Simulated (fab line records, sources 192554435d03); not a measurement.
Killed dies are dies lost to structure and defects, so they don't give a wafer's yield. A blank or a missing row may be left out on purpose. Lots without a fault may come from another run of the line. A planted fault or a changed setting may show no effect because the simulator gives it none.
fab line records | flow n5_finfet
record lots=7 wafers=21
route steps=1938 shown BEOL_M4@1059 BEOL_M5@1140 BEOL_M6@1198
start_h: hours from the record's first day to the start of the lot's first wafer shown | wait_h: hours since the lot's step before | " the same as in the row above | L1.1+2: a row that stands for several wafers | - no value, or no start given | * or withheld: withheld | < > ~ a bound
route shown NAME@n: a module of which the file shows steps, and the number in the route of the first | usual: mean/standard deviation of fault-free wafers | same: alike in all rows | chamber/n: place in a boat | sites: the reading at each site | _std_site: their standard deviation | _edge_site: outer sites' mean less inner sites' | radius_mm: how far each site lies from the wafer's centre | mask NAME#n: copy n | behind: the tool/chamber that last shaped the wafer | hold: why the lot was held/for how many hours/how that ended | device: the transistor (n, p or np) that didn't switch | end of line: the same wafers' tests at the end of the route | a step without rows: its recipe alone | killed: dies lost to structure and defects at the first sort, not the wafer's yield | map: a wafer's dies, x killed, . not, _ none there
set.NAME: the setting as run; set.NAME@STEP: as run at that earlier step | model.NAME: the simulator's own value behind a step, which no gauge read
lots whose settings were changed on purpose; a table a step, a row a wafer
## steps
# step N5_BEOL_M4_DESCUM_33
# recipe chemistry=O2 time_s=7 source_power_w=50 bias_power_w=20 pressure_mtorr=20 rf_frequency_hz=2.712e+07 temp_c=40 resist=CAR-EUV o2_flow_sccm=225
# columns lot.wafer tool chamber start_h wait_h set.time_s model.CAR-EUV_of_BEOL_M4_COAT_22.thk_nm
L079.1+6 rie_diel-02 1 189.08 0.0 8.162 25.6
L079.3 " 0 " " 7 26.2
L080.1+3 rie_diel-01 3,2 193.90 0.0 6.452 26.4
L080.5 " 2 " " 7 26.2
L090.2 rie_diel-05 3 250.52 0.4 7 26.2
L090.3+4 " 0,1 " " 7 26
L093.1+4 rie_diel-02 3,2 270.61 0.4 7 26
L093.2 " 0 " " 7 25.8
L095.3 rie_diel-02 0 290.38 0.1 8.252 25.4
L095.5 " 3 " " 8.252 25.2
L095.6 " 2 " " 7 26
L096.1+3 rie_diel-01 0,3 304.98 0.2 7 26
L096.5 " 1 " " 6.471 26.2
L097.3+6 rie_diel-05 1,2 305.96 0.0 7 26.2
L097.5 " 0 " " 7 26
# step N5_BEOL_M4_ETCH_77
# recipe chemistry=N2/H2 target=underlayer target_depth_a=65 mask_material=CAR-EUV time_s=5.2 ion_energy_ev=200 pressure_mtorr=30 source_w=840 bias_w=150 n2_flow_sccm=200 h2_flow_sccm=200 ends=cleared
# columns lot.wafer tool chamber start_h wait_h set.time_s@BEOL_M4_DESCUM_33 model.CAR-EUV_of_BEOL_M4_COAT_22.thk_nm
L079.1 rie_diel-02 1 189.11 0.0 8.162 19.8
L079.3 " 0 " " 7 20.6
L079.6 " 1 " " 8.162 20
L080.1 rie_diel-01 3 193.93 0.0 6.452 20.8
L080.3 " 2 " " 6.452 20.6
L080.5 " 2 " " 7 20.4
L090.2+3+4 rie_diel-05 3,0,1 250.55 0.0 7 20.4
L093.1+2+4 rie_diel-02 3,0,2 270.64 0.0 7 20.2
L095.3 rie_diel-02 0 290.42 0.0 8.252 19.8
L095.5 " 3 " " 8.252 19.6
L095.6 " 2 " " 7 20.2
L096.1+3 rie_diel-01 0,3 305.01 0.0 7 20.2
L096.5 " 1 " " 6.471 20.4
L097.3 rie_diel-05 1 305.99 0.0 7 20.6
L097.5+6 " 0,2 " " 7 20.4
# step N5_BEOL_M4_ETCH_69
# recipe chemistry=CF4 target=SiARC target_depth_a=156 mask_material=CAR-EUV time_s=26 ion_energy_ev=80 pressure_mtorr=40 source_w=545 bias_w=36 Ar_flow_sccm=100 cf4_flow_sccm=100 ends=cleared
# columns lot.wafer tool chamber start_h wait_h set.time_s@BEOL_M4_DESCUM_33 model.CAR-EUV_of_BEOL_M4_COAT_22.thk_nm
L079.1 rie_diel-02 1 189.13 0.0 8.162 10.6
L079.3 " 0 " " 7 11.2
L079.6 " 1 " " 8.162 10.8
L080.1 rie_diel-01 3 193.95 0.0 6.452 11.6
L080.3 " 2 " " 6.452 11.4
L080.5 " 2 " " 7 11.2
L090.2+3+4 rie_diel-05 3,0,1 250.57 0.0 7 11.2
L093.1+2+4 rie_diel-02 3,0,2 270.66 0.0 7 11
L095.3 rie_diel-02 0 290.43 0.0 8.252 10.6
L095.5 " 3 " " 8.252 10.4
L095.6 " 2 " " 7 11
L096.1+3 rie_diel-01 0,3 305.03 0.0 7 11
L096.5 " 1 " " 6.471 11.2
L097.3 rie_diel-05 1 306.01 0.0 7 11.4
L097.5+6 " 0,2 " " 7 11.2
# step N5_BEOL_M4_ALD_98
# recipe material=SiO2 target_thk_a=25 temp_c=100 ald_precursor_family=BDEAS ald_co_reactant=O2-plasma pulse_time_s=1 co_reactant_pulse_time_s=1 purge_time_s=2 co_reactant_purge_time_s=2 ald_cycles=17 pressure_torr=2
# columns lot.wafer tool chamber start_h wait_h set.temp_c
L079.1+3 ald_sin-01 0,1 189.66 0.5 100
L079.6 " 1 " " 98.57
L080.1 ald_sin-04 2 194.03 0.1 100
L080.3+5 " 0 " " 98.65
L090.2+3+4 ald_sin-01 2,3,1 250.65 0.1 100
L093.1+2+4 ald_sin-04 3,1,0 270.81 0.1 100
L095.3 ald_sin-02 2 290.55 0.1 100
L095.5+6 " 1,0 " " 103.7
L096.1 ald_sin-01 2 305.11 0.1 100
L096.3+5 " 0 " " 102.5
L097.3+5 ald_sin-02 0,1 306.09 0.1 102.2
L097.6 " 2 " " 100
# step N5_BEOL_M4_ETCHBACK_99
# recipe chemistry=CHF3 target=SiO2 target_depth_a=50 time_s=10.4 source_w=215 bias_w=47 Ar_flow_sccm=200 CHF3_flow_sccm=12 ion_energy_ev=100 pressure_mtorr=30
# columns lot.wafer tool chamber start_h wait_h set.time_s@BEOL_M4_DESCUM_33 model.CAR-EUV_of_BEOL_M4_COAT_22.thk_nm
L079.1 rie_diel-01 2 190.91 1.2 8.162 9.8
L079.3 " 1 " " 7 10.6
L079.6 " 3 " " 8.162 10
L080.1+3 rie_diel-05 0,3 203.73 9.7 6.452 10.8
L080.5 " 2 " " 7 10.4
L090.2 rie_diel-05 3 257.50 6.8 7 10.6
L090.3+4 " 2,0 " " 7 10.4
L093.1+2+4 rie_diel-01 0,3,2 281.53 10.7 7 10.4
L095.3 rie_diel-01 3 292.57 2.0 8.252 9.8
L095.5 " 0 " " 8.252 9.6
L095.6 " 3 " " 7 10.4
L096.1 rie_diel-01 2 306.17 1.0 7 10.2
L096.3 " 0 " " 7 10.4
L096.5 " 0 " " 6.471 10.4
L097.3 rie_diel-01 0 311.23 5.1 7 10.6
L097.5+6 " 2,1 " " 7 10.4
# step N5_BEOL_M5_COAT_66
# recipe resist=SiARC temp_c=220 time_s=60 spin_rpm=1500 resist_thk_nm=12
# columns lot.wafer tool chamber start_h wait_h set.spin_rpm model.SiARC_of_BEOL_M5_COAT_66.thk_nm
L079.1+3 litho_track-03 0 - - 1500 12
L079.6 " 0 " " 1346 12.6
L080.1+3+5 litho_track-05 0 - - 1500 12
L090.2 litho_track-04 0 - - 1500 12
L090.3+4 " 0 " " 1350 12.6
L093.1+2+4 litho_track-03 0 - - 1500 12
L095.3 litho_track-03 0 - - 1365 12.6
L095.5+6 " 0 " " 1500 12
L096.1+3+5 litho_track-04 0 - - 1500 12
L097.3+5 litho_track-03 0 - - 1581 11.6
L097.6 " 0 " " 1500 12
# step N5_BEOL_M5_COAT_22
# recipe resist=CAR-EUV spin_rpm=1500 resist_thk_nm=30
# columns lot.wafer tool chamber start_h wait_h set.spin_rpm model.CAR-EUV_of_BEOL_M5_COAT_22.thk_nm
L079.1 litho_track-03 0 - - 1548 29.6
L079.3+6 " 0 " " 1500 30
L080.1+3 litho_track-05 0 - - 1500 30
L080.5 " 0 " " 1500 29.8
L090.2+3+4 litho_track-04 0 - - 1609 29
L093.1+2+4 litho_track-03 0 - - 1500 30
L095.3+6 litho_track-03 0 - - 1653 28.6
L095.5 " 0 " " 1500 30.2
L096.1 litho_track-04 0 - - 1545 29.4
L096.3 " 0 " " 1545 29.6
L096.5 " 0 " " 1500 30
L097.3 litho_track-03 0 - - 1500 30.2
L097.5+6 " 0 " " 1402 31.2
# step N5_BEOL_M5_EBR_24
# recipe solvent=PGMEA ebr_width_mm=1.5
# step N5_BEOL_M5_SOFTBAKE_23
# recipe temp_c=110 time_s=60 resist=CAR-EUV
# step N5_BEOL_M5_EXPOSE_25
# recipe mask_id=V4 na=0.33 source_shape=quasar sigma_inner=0.2 sigma_outer=0.6 polarization=unpolarized defocus_nm=10 dose_mj=52.75
# step N5_BEOL_M5_PEB_26
# recipe peb_temp_c=100 peb_time_s=60 resist=CAR-EUV
# step N5_BEOL_M5_DEVELOP_27
# recipe develop_time_s=30 developer=TMAH resist=CAR-EUV rinse_liquid=surfactant_rinse dry=air_spin dev_temp_c=23
# columns lot.wafer tool chamber start_h wait_h set.spin_rpm@BEOL_M5_COAT_22 model.CAR-EUV_of_BEOL_M5_COAT_22.thk_nm
L079.1 litho_track-05 0 - - 1548 29
L079.3+6 " 0 " " 1500 29.6
L080.1+3 litho_track-03 0 - - 1500 29.6
L080.5 " 0 " " 1500 29.4
L090.2+3 litho_track-05 0 - - 1609 28.6
L090.4 " 0 " " 1609 28.4
L093.1+2+4 litho_track-05 0 - - 1500 29.6
L095.3+6 litho_track-05 0 - - 1653 28.2
L095.5 " 0 " " 1500 29.6
L096.1+3 litho_track-04 0 - - 1545 29
L096.5 " 0 " " 1500 29.6
L097.3 litho_track-03 0 - - 1500 29.8
L097.5+6 " 0 " " 1402 30.6
# step N5_BEOL_M5_DESCUM_33
# recipe chemistry=O2 time_s=7 source_power_w=50 bias_power_w=20 pressure_mtorr=20 rf_frequency_hz=2.712e+07 temp_c=40 resist=CAR-EUV o2_flow_sccm=225
# step N5_BEOL_M5_ETCH_75
# recipe chemistry=N2/H2 target=underlayer target_depth_a=65 mask_material=CAR-EUV time_s=5.2 ion_energy_ev=200 pressure_mtorr=30 source_w=840 bias_w=150 n2_flow_sccm=200 h2_flow_sccm=200 ends=cleared
# step N5_BEOL_M5_ETCH_67
# recipe chemistry=CF4 target=SiARC target_depth_a=156 mask_material=CAR-EUV time_s=26 ion_energy_ev=80 pressure_mtorr=40 source_w=545 bias_w=36 Ar_flow_sccm=100 cf4_flow_sccm=100 ends=cleared
# usual etch_rf_on_time_s=25.9/0.32
# columns lot.wafer tool chamber start_h wait_h set.spin_rpm@BEOL_M5_COAT_66 set.spin_rpm@BEOL_M5_COAT_22 etch_rf_on_time_s model.CAR-EUV_of_BEOL_M5_COAT_22.thk_nm model.etch.depth_nm
L079.1 rie_diel-03 1 207.17 0.0 1500 1548 26.4 10.6 12.02
L079.3 " 2 " " 1500 1500 25.4 11.2 12
L079.6 " 0 " " 1346 1500 27.3 10.6 12.66
L080.1 rie_diel-03 3 212.50 0.0 1500 1500 26.1 11.2 11.96
L080.3 " 1 " " 1500 1500 26.4 11.2 11.98
L080.5 " 3 " " 1500 1500 26.0 11 11.99
L090.2 rie_diel-06 2 267.25 0.0 1500 1609 25.5 10.2 11.93
L090.3 " 3 " " 1350 1609 26.5 9.6 12.57
L090.4 " 1 " " 1350 1609 27.7 9.8 12.56
L093.1 rie_diel-04 0 292.48 0.0 1500 1500 25.8 11.2 12
L093.2 " 3 " " 1500 1500 26.1 11.2 12
L093.4 " 3 " " 1500 1500 26.1 11.2 12.04
L095.3 rie_diel-04 0 304.47 0.0 1365 1653 27.1 9.2 12.63
L095.5 " 3 " " 1500 1500 26.1 11.2 12.06
L095.6 " 2 " " 1500 1653 26.3 9.6 12.07
L096.1 rie_diel-04 0 314.10 0.0 1500 1545 25.7 10.8 11.94
L096.3 " 2 " " 1500 1545 25.9 10.8 11.97
L096.5 " 0 " " 1500 1500 25.8 11.2 11.95
L097.3 rie_diel-03 0 322.86 0.0 1581 1500 25.1 11.6 11.68
L097.5 " 2 " " 1581 1402 25.1 12.4 11.68
L097.6 " 3 " " 1500 1402 26.2 12.2 11.99
# step N5_BEOL_M5_ETCH_68
# recipe chemistry=N2/H2 target=SOC target_depth_a=800 overetch_a=160 mask_material=SiARC temp_c=40 time_s=120 ion_energy_ev=200 pressure_mtorr=30 source_w=840 bias_w=150 n2_flow_sccm=200 h2_flow_sccm=200
# columns lot.wafer tool chamber start_h wait_h set.spin_rpm@BEOL_M5_COAT_66 model.SiARC_of_BEOL_M5_COAT_66.thk_nm
L079.1+3 rie_diel-03 1,2 207.20 0.0 1500 6.4
L079.6 " 0 " " 1346 7
L080.1+5 rie_diel-03 3 212.53 0.0 1500 6.6
L080.3 " 1 " " 1500 6.4
L090.2 rie_diel-06 2 267.27 0.0 1500 6.2
L090.3+4 " 3,1 " " 1350 7
L093.1+4 rie_diel-04 0,3 292.51 0.0 1500 6.4
L093.2 " 3 " " 1500 6.2
L095.3 rie_diel-04 0 304.49 0.0 1365 7
L095.5 " 3 " " 1500 6.4
L095.6 " 2 " " 1500 6.6
L096.1+3 rie_diel-04 0,2 314.14 0.0 1500 6.4
L096.5 " 0 " " 1500 6.2
L097.3+5 rie_diel-03 0,2 322.89 0.0 1581 6
L097.6 " 3 " " 1500 6.4
# step N5_BEOL_M6_HM_DEP_02
# recipe material=TiN target_thk_a=200 temp_c=25 chamber_pressure_pa=0.49996
# columns lot.wafer tool chamber start_h wait_h set.target_thk_a model.TiN_of_BEOL_M6_HM_DEP_02.thk_nm
L079.1+6 pvd_sputter-01 - 216.93 0.1 200 20
L079.3 " - " " 210.1 21
L080.1+5 pvd_sputter-01 - 222.33 0.1 188.7 18.6
L080.3 " - " " 200 19.8
L090.2 pvd_sputter-03 - 276.20 0.0 222.1 22.2
L090.3 " - " " 200 19.8
L090.4 " - " " 200 20
L093.1 pvd_sputter-03 - 303.04 2.3 200 20
L093.2+4 " - " " 200 19.8
L095.3+5 pvd_sputter-03 - 314.43 1.1 200 20
L095.6 " - " " 174 17.4
L096.1+5 pvd_sputter-02 - 323.54 1.4 200 19.8
L096.3 " - " " 200 20
L097.3 pvd_sputter-02 - 332.25 1.1 183.6 18.4
L097.5 " - " " 183.6 18.2
L097.6 " - " " 200 19.8
# step N5_BEOL_M6_COAT_60
# recipe resist=SiARC temp_c=220 time_s=60 spin_rpm=1500 resist_thk_nm=35
# columns lot.wafer tool chamber start_h wait_h set.temp_c
L079.1+3+6 litho_track-01 0 - - 220
L080.1+3+5 litho_track-05 0 - - 220
L090.2 litho_track-02 0 - - 214.4
L090.3+4 " 0 " " 220
L093.1+2+4 litho_track-05 0 - - 220
L095.3 litho_track-01 0 - - 229.5
L095.5+6 " 0 " " 220
L096.1+3+5 litho_track-01 0 - - 220
L097.3 litho_track-01 0 - - 223.3
L097.5+6 " 0 " " 220
# step N5_BEOL_M6_COAT_05
# recipe resist=CAR-ArF spin_rpm=1500 resist_thk_nm=90
# step N5_BEOL_M6_EBR_07
# recipe solvent=PGMEA ebr_width_mm=1.5
# step N5_BEOL_M6_STRIP_68
# recipe chemistry=N2/H2 temp_c=40 n2_flow_sccm=200 h2_flow_sccm=200 rf_frequency_hz=6e+07
# step N5_BEOL_M6_STRIP_67
# recipe chemistry=CF4 resist=SiARC power_w=300 bias_power_w=75 pressure_mtorr=50 cf4_flow_sccm=150 rf_frequency_hz=6e+07
# step N5_BEOL_M6_HM_OPEN_17
# recipe chemistry=Cl2/BCl3 target_depth_a=200 overetch_a=60 target=TiN mask_material=SOC ion_energy_ev=150 pressure_mtorr=10 icp_w=1000 bias_w=126 Cl2_flow_sccm=53.25 bcl3_flow_sccm=21.75 Ar_flow_sccm=25
# columns lot.wafer tool chamber start_h wait_h set.target_thk_a@BEOL_M6_HM_DEP_02 model.etch.depth_nm
L079.1 rie_metal-03 0 217.79 0.0 200 20.04
L079.3 " 1 " " 210.1 20.94
L079.6 " 0 " " 200 20.08
L080.1 rie_metal-03 0 223.19 0.0 188.7 18.58
L080.3 " 0 " " 200 19.86
L080.5 " 0 " " 188.7 18.7
L090.2 rie_metal-03 0 277.67 0.0 222.1 22.27
L090.3 " 1 " " 200 19.86
L090.4 " 0 " " 200 19.95
L093.1 rie_metal-03 1 303.91 0.0 200 19.97
L093.2 " 0 " " 200 19.79
L093.4 " 0 " " 200 19.84
L095.3 rie_metal-02 1 315.68 0.1 200 20.08
L095.5 " 1 " " 200 20.03
L095.6 " 0 " " 174 17.44
L096.1 rie_metal-01 1 324.28 0.0 200 19.87
L096.3 " 1 " " 200 19.94
L096.5 " 1 " " 200 19.85
L097.3 rie_metal-02 1 333.32 0.1 183.6 18.34
L097.5 " 1 " " 183.6 18.29
L097.6 " 0 " " 200 19.85
# step N5_BEOL_M6_ETCH_66
# recipe chemistry=N2/H2 target=SOC target_depth_a=800 overetch_a=160 mask_material=SiARC temp_c=40 time_s=120 ion_energy_ev=200 pressure_mtorr=30 source_w=840 bias_w=150 n2_flow_sccm=200 h2_flow_sccm=200
# usual rf_vpp_V=522.3/1.1
# columns lot.wafer tool chamber start_h wait_h set.bias_w rf_vpp_V model.SiARC_of_BEOL_M6_COAT_64.thk_nm
L079.1 rie_diel-05 0 220.57 0.0 136.3 492.3 7.2
L079.3 " 2 " " 136.3 490.1 7
L079.6 " 1 " " 150 524.0 6.2
L080.1 rie_diel-02 0 226.71 0.0 150 520.6 6.2
L080.3 " 1 " " 150 522.9 6.2
L080.5 " 2 " " 150 523.5 6.6
L090.2 rie_diel-02 1 279.59 0.0 150 523.4 6.4
L090.3 " 2 " " 150 523.3 6.8
L090.4 " 3 " " 150 523.2 6.4
L093.1 rie_diel-01 1 306.69 0.0 150 521.7 6.2
L093.2 " 0 " " 150 520.2 6.4
L093.4 " 2 " " 150 521.5 6.4
L095.3 rie_diel-05 0 320.62 0.0 150 522.4 6.4
L095.5 " 0 " " 150 521.5 6.4
L095.6 " 2 " " 156.8 534.2 6.2
L096.1 rie_diel-02 1 326.36 0.0 150 524.2 6.4
L096.3 " 0 " " 150 521.6 6.4
L096.5 " 0 " " 130.3 476.8 7.2
L097.3 rie_diel-01 2 335.49 0.0 150 521.6 6.2
L097.5 " 2 " " 161.1 545.9 5.6
L097.6 " 0 " " 150 521.9 6.4
## key
split step=N5_BEOL_M4_DESCUM_33 setting=time_s stated=7 by=wafer
response step=N5_BEOL_M4_DESCUM_33 reading=model.CAR-EUV_of_BEOL_M4_COAT_22.thk_nm change=-0.0358 per=1% r=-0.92
response step=N5_BEOL_M4_ETCH_77 reading=model.CAR-EUV_of_BEOL_M4_COAT_22.thk_nm change=-0.0342 per=1% r=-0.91
response step=N5_BEOL_M4_ETCH_69 reading=model.CAR-EUV_of_BEOL_M4_COAT_22.thk_nm change=-0.0296 per=1% r=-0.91
response step=N5_BEOL_M4_ETCHBACK_99 reading=model.CAR-EUV_of_BEOL_M4_COAT_22.thk_nm change=-0.0393 per=1% r=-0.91
split step=N5_BEOL_M4_ALD_98 setting=temp_c stated=100 by=wafer
response none clear
split step=N5_BEOL_M5_COAT_66 setting=spin_rpm stated=1500 by=wafer
response step=N5_BEOL_M5_COAT_66 reading=model.SiARC_of_BEOL_M5_COAT_66.thk_nm change=-0.0625 per=1% r=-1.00
response step=N5_BEOL_M5_ETCH_67 reading=etch_rf_on_time_s change=* per=1% r=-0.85
response step=N5_BEOL_M5_ETCH_67 reading=model.etch.depth_nm change=-0.0629 per=1% r=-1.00
response step=N5_BEOL_M5_ETCH_68 reading=model.SiARC_of_BEOL_M5_COAT_66.thk_nm change=-0.066 per=1% r=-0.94
response step=N5_BEOL_M5_ETCH_67 reading=model.CAR-EUV_of_BEOL_M5_COAT_22.thk_nm slope=+0.0509 per=1% together_with=spin_rpm@BEOL_M5_COAT_22 explained=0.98
split step=N5_BEOL_M5_COAT_22 setting=spin_rpm stated=1500 by=wafer
response step=N5_BEOL_M5_COAT_22 reading=model.CAR-EUV_of_BEOL_M5_COAT_22.thk_nm change=-0.154 per=1% r=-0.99
response step=N5_BEOL_M5_DEVELOP_27 reading=model.CAR-EUV_of_BEOL_M5_COAT_22.thk_nm change=-0.14 per=1% r=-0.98
response step=N5_BEOL_M5_ETCH_67 reading=model.CAR-EUV_of_BEOL_M5_COAT_22.thk_nm slope=-0.148 per=1% together_with=spin_rpm@BEOL_M5_COAT_66 explained=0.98
split step=N5_BEOL_M6_HM_DEP_02 setting=target_thk_a stated=200 by=wafer
response step=N5_BEOL_M6_HM_DEP_02 reading=model.TiN_of_BEOL_M6_HM_DEP_02.thk_nm change=+0.2 per=1% r=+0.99
response step=N5_BEOL_M6_HM_OPEN_17 reading=model.etch.depth_nm change=+0.202 per=1% r=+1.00
split step=N5_BEOL_M6_COAT_60 setting=temp_c stated=220 by=wafer
response none clear
split step=N5_BEOL_M6_ETCH_66 setting=bias_w stated=150 by=wafer
response step=N5_BEOL_M6_ETCH_66 reading=rf_vpp_V change=+3.44 per=1% r=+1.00
response step=N5_BEOL_M6_ETCH_66 reading=model.SiARC_of_BEOL_M6_COAT_64.thk_nm change=-0.0749 per=1% r=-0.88
